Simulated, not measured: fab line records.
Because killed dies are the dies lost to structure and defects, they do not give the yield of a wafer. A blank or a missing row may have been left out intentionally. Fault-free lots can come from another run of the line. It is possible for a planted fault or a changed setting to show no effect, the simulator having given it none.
A single fault, viewed from 2 desks || flow n5 finfet || each desk has only its own numbers; what lay behind them comes last

## FROM THE METROLOGY DESK
What the gauges read for every lot (on any tool): the sampled wafers with a number, averaged. Any lot whose mean is over 4 standard deviations away from the usual mean is out of limits and marked OUT; that distance is given in the brackets. 7 of its 11 readings are shown, namely those furthest out on some lot.
Columns: A = DIBL_N at N5_BEOL_M4_RC_MEAS_101, usual 36.4 mV/V; B = DIBL_P at N5_BEOL_M4_RC_MEAS_101, usual 36.3 mV/V; C = IOFF_N at N5_BEOL_M4_RC_MEAS_101, usual 0.162 nA/um; D = IOFF_P at N5_BEOL_M4_RC_MEAS_101, usual 0.211 nA/um; E = ION_N at N5_BEOL_M4_RC_MEAS_101, usual 676 uA/um; F = SS_P at N5_BEOL_M4_RC_MEAS_101, usual 73.3 mV/dec; G = VT_P at N5_BEOL_M4_RC_MEAS_101, usual -249.9 mV
{"lot": "L953", "first seen here": "day 7 19:14", "A": 37.7, "B": 35.7, "C": 0.160, "D": 0.217, "E": 666, "F": 72.8, "G": -249.7}
{"lot": "L957", "first seen here": "day 9 03:29", "A": 36.6, "B": 36.8, "C": 0.173, "D": 0.215, "E": 694, "F": 73.8, "G": -250.7}
{"lot": "L958", "first seen here": "day 9 05:01", "A": 34.9, "B": 35.6, "C": 0.163, "D": 0.245, "E": 677, "F": 72.7, "G": -244.3}
{"lot": "L959", "first seen here": "day 9 20:55", "A": 35.8, "B": 36.0, "C": 0.152, "D": 0.212, "E": 668, "F": 72.7, "G": -250.5}
{"lot": "L965", "first seen here": "day 11 01:06", "A": 37.5, "B": 36.2, "C": 0.156, "D": 0.224, "E": 673, "F": 73.2, "G": -246.8}
{"lot": "L968", "first seen here": "day 12 08:04", "A": 37.2, "B": 36.6, "C": 0.156, "D": 0.221, "E": 684, "F": 73.1, "G": -248.5}
{"lot": "L972", "first seen here": "day 13 07:33", "A": 36.3, "B": 34.4, "C": 0.159, "D": 0.220, "E": 665, "F": 72.8, "G": -248.1}
{"lot": "L974", "first seen here": "day 13 08:16", "A": 38.7, "B": 38.9, "C": 0.202, "D": 0.247, "E": 694, "F": 74.3, "G": -248.8}
{"lot": "L975", "first seen here": "day 13 09:50", "A": 35.6, "B": 34.7, "C": 0.145, "D": 0.198, "E": 679, "F": 73.2, "G": -249.7}
This desk's finding: nothing out of limits on any of the 9 lots.

## DESK OF THE TOOL OWNER: ald metal-04
The tool's own readings at N5_BEOL_M11_ALD_74 (deposits TaN, target thk 2 nm, pulse time 2 s, purge time 3 s): means of the sampled wafers that have a number, for each lot that ran on this tool. Any lot whose mean is over 4 standard deviations away from the usual mean is out of limits and marked OUT; that distance is given in the brackets.
Columns: A = chamber pressure Torr at N5_BEOL_M11_ALD_74, usual 3.000 Torr; B = heater power outer w at N5_BEOL_M11_ALD_74, usual 237 W; C = heater power w at N5_BEOL_M11_ALD_74, usual 436 W
{"lot": "L965", "first seen here": "day 13 14:01", "A": 3.002, "B": 228, "C": 437}
{"lot": "L968", "first seen here": "day 14 17:31", "A": 3.006, "B": 276, "C": 488}
{"lot": "L972", "first seen here": "day 15 16:04", "A": 2.993, "B": 241, "C": 447}
This desk's finding: nothing out of limits on any of the 3 lots.

## BROUGHT TOGETHER
Nothing out of limits was seen by the metrology desk.
The tool owner's desk saw nothing out of limits.

## WHAT THE SIMULATOR HAD INSERTED
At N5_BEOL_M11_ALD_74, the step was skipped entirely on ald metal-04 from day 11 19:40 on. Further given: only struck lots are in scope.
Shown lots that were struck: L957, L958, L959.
